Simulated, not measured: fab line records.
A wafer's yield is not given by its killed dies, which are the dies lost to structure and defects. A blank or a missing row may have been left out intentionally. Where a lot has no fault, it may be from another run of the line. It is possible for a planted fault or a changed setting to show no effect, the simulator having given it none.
The tool behind it: which one? / flow n5Finfet / Sampling: 14 lots, 42 wafers, 3 of 1938 route steps

== WHAT THE GAUGES SHOWED, per wafer ==
N5_BEOL_M9_INSPECT_13: inspects for defects (brightfield). Usual: rawDefectCount at 403, with a standard deviation of 88.
lot=L890; measured=day 9 21:55; on=defectInspect-01; rawDefectCount=447 339 361; flag=
lot=L889; measured=day 10 06:10; on=defectInspect-01; rawDefectCount=373 434 392; flag=
lot=L891; measured=day 10 06:16; on=defectInspect-02; rawDefectCount=325 341 466; flag=
lot=L892; measured=day 10 19:41; on=defectInspect-02; rawDefectCount=333 281 286; flag=
lot=L897; measured=day 11 19:23; on=defectInspect-01; rawDefectCount=435 329 242; flag=
lot=L898; measured=day 12 08:04; on=defectInspect-01; rawDefectCount=425 396 443; flag=
lot=L900; measured=day 12 08:16; on=defectInspect-01; rawDefectCount=565 412 376; flag=
lot=L899; measured=day 12 08:39; on=defectInspect-02; rawDefectCount=410 422 326; flag=
lot=L903; measured=day 13 10:01; on=defectInspect-02; rawDefectCount=550 578 645; flag=
lot=L906; measured=day 14 02:56; on=defectInspect-01; rawDefectCount=469 401 387; flag=
lot=L910; measured=day 14 23:47; on=defectInspect-02; rawDefectCount=445 269 414; flag=
lot=L908; measured=day 15 05:46; on=defectInspect-01; rawDefectCount=476 216 298; flag=
lot=L909; measured=day 15 11:44; on=defectInspect-02; rawDefectCount=281 238 355; flag=
lot=L912; measured=day 16 00:47; on=defectInspect-02; rawDefectCount=336 390 421; flag=

N5_BEOL_M9_CD_MEAS_28: the cd target is 70 nm. Usual: cdNm at 70.05 nm, with a standard deviation of 0.22.
lot=L890; measured=day 9 23:20; on=cdSem-03; cdNm (nm)=70.23 69.91 70.21; flag=
lot=L889; measured=day 10 11:26; on=cdSem-02; cdNm (nm)=69.92 70.02 70.16; flag=
lot=L891; measured=day 10 11:16; on=cdSem-03; cdNm (nm)=70.40 70.42 70.29; flag=
lot=L892; measured=day 10 22:17; on=cdSem-01; cdNm (nm)=69.91 69.93 69.56; flag=
lot=L897; measured=day 11 23:39; on=cdSem-03; cdNm (nm)=70.26 70.16 69.88; flag=
lot=L898; measured=day 12 10:16; on=cdSem-02; cdNm (nm)=70.09 70.21 70.30; flag=
lot=L900; measured=day 12 10:28; on=cdSem-02; cdNm (nm)=- - -; flag=OFF
lot=L899; measured=day 12 10:30; on=cdSem-01; cdNm (nm)=- - -; flag=OFF
lot=L903; measured=day 13 11:26; on=cdSem-02; cdNm (nm)=69.53 69.55 69.96; flag=
lot=L906; measured=day 14 03:46; on=cdSem-03; cdNm (nm)=69.85 70.04 69.98; flag=
lot=L910; measured=day 15 04:32; on=cdSem-03; cdNm (nm)=70.18 69.99 70.25; flag=
lot=L908; measured=day 15 07:11; on=cdSem-02; cdNm (nm)=70.30 70.03 70.17; flag=
lot=L909; measured=day 15 14:36; on=cdSem-03; cdNm (nm)=70.32 70.02 70.32; flag=
lot=L912; measured=day 16 01:47; on=cdSem-02; cdNm (nm)=70.13 69.93 69.91; flag=

== WHAT TOOL EACH LOT RAN ON (gives the tool, then ch and the chambers of the sampled wafers, and finally the start) ==
lot=L890; N5_BEOL_M9_EXPOSE_25=euvScanner-02 ch 0, day 9 23:13
lot=L889; N5_BEOL_M9_EXPOSE_25=euvScanner-01 ch 0, day 10 11:19
lot=L891; N5_BEOL_M9_EXPOSE_25=euvScanner-02 ch 0, day 10 11:08
lot=L892; N5_BEOL_M9_EXPOSE_25=euvScanner-01 ch 0, day 10 22:10
lot=L897; N5_BEOL_M9_EXPOSE_25=euvScanner-01 ch 0, day 11 23:32
lot=L898; N5_BEOL_M9_EXPOSE_25=euvScanner-02 ch 0, day 12 10:08
lot=L900; N5_BEOL_M9_EXPOSE_25=euvScanner-01, day 12 10:20
lot=L899; N5_BEOL_M9_EXPOSE_25=euvScanner-01, day 12 10:22
lot=L903; N5_BEOL_M9_EXPOSE_25=euvScanner-01 ch 0, day 13 11:19
lot=L906; N5_BEOL_M9_EXPOSE_25=euvScanner-01 ch 0, day 14 03:38
lot=L910; N5_BEOL_M9_EXPOSE_25=euvScanner-01 ch 0, day 15 04:25
lot=L908; N5_BEOL_M9_EXPOSE_25=euvScanner-01 ch 0, day 15 07:03
lot=L909; N5_BEOL_M9_EXPOSE_25=euvScanner-01 ch 0, day 15 14:28
lot=L912; N5_BEOL_M9_EXPOSE_25=euvScanner-02 ch 0, day 16 01:40
- N5_BEOL_M9_EXPOSE_25: exposes mask V8.

== AS READ BY THE TOOLS THEMSELVES (means over the sampled wafers that have a number; for cases with no such wafer, the mark the record gives instead) ==
N5_BEOL_M9_EXPOSE_25. Usual: exposureDoseMJCm2 37.12, standard deviation 0.038; focusOffsetNm 0.0 nm, standard deviation 0.6.
lot=L890; tool=euvScanner-02; exposureDoseMJCm2=37.13; focusOffsetNm (nm)=0.4; flag=
lot=L889; tool=euvScanner-01; exposureDoseMJCm2=37.16; focusOffsetNm (nm)=0.3; flag=
lot=L891; tool=euvScanner-02; exposureDoseMJCm2=37.12; focusOffsetNm (nm)=0.0; flag=
lot=L892; tool=euvScanner-01; exposureDoseMJCm2=37.11; focusOffsetNm (nm)=-0.5; flag=
lot=L897; tool=euvScanner-01; exposureDoseMJCm2=37.18; focusOffsetNm (nm)=0.2; flag=
lot=L898; tool=euvScanner-02; exposureDoseMJCm2=37.14; focusOffsetNm (nm)=0.6; flag=
lot=L900; tool=euvScanner-01; exposureDoseMJCm2=-; focusOffsetNm (nm)=-; flag=OFF
lot=L899; tool=euvScanner-01; exposureDoseMJCm2=-; focusOffsetNm (nm)=-; flag=OFF
lot=L903; tool=euvScanner-01; exposureDoseMJCm2=37.09; focusOffsetNm (nm)=-0.3; flag=
lot=L906; tool=euvScanner-01; exposureDoseMJCm2=37.11; focusOffsetNm (nm)=-1.1; flag=
lot=L910; tool=euvScanner-01; exposureDoseMJCm2=37.08; focusOffsetNm (nm)=0.6; flag=
lot=L908; tool=euvScanner-01; exposureDoseMJCm2=37.16; focusOffsetNm (nm)=-0.1; flag=
lot=L909; tool=euvScanner-01; exposureDoseMJCm2=37.12; focusOffsetNm (nm)=-0.5; flag=
lot=L912; tool=euvScanner-02; exposureDoseMJCm2=37.11; focusOffsetNm (nm)=0.7; flag=

== THE ANSWER, worked out from the rows above alone ==
Rule: lot off if the mean of its wafers having a number is beyond 3 standard deviations from the usual mean. A lot without any number at a reading at which 4 lots or more have one is off too. Where the step has rows for the other lots, those lots are counted as sound. First the gauges in route order, then the tools' own readings, where a lot's mean is used as printed above. At the first step where some lot is off, the reading lying furthest off is the one used; lots without a number count as furthest.
Off: L900, L899, at N5_BEOL_M9_CD_MEAS_28 (cdNm). Without a number there: L900, L899.
A tool fits if, at a process step before that reading, it ran every lot that is off, and no sound lot after the first of them. Not tried: the gauges at N5_BEOL_M9_CD_MEAS_28; whatever is off there is also off at N5_BEOL_M9_EXPOSE_25, on other tools, and gauge error can't account for it. Of those tried, none fits.

== WHAT WAS PUT IN BY THE SIMULATOR ==
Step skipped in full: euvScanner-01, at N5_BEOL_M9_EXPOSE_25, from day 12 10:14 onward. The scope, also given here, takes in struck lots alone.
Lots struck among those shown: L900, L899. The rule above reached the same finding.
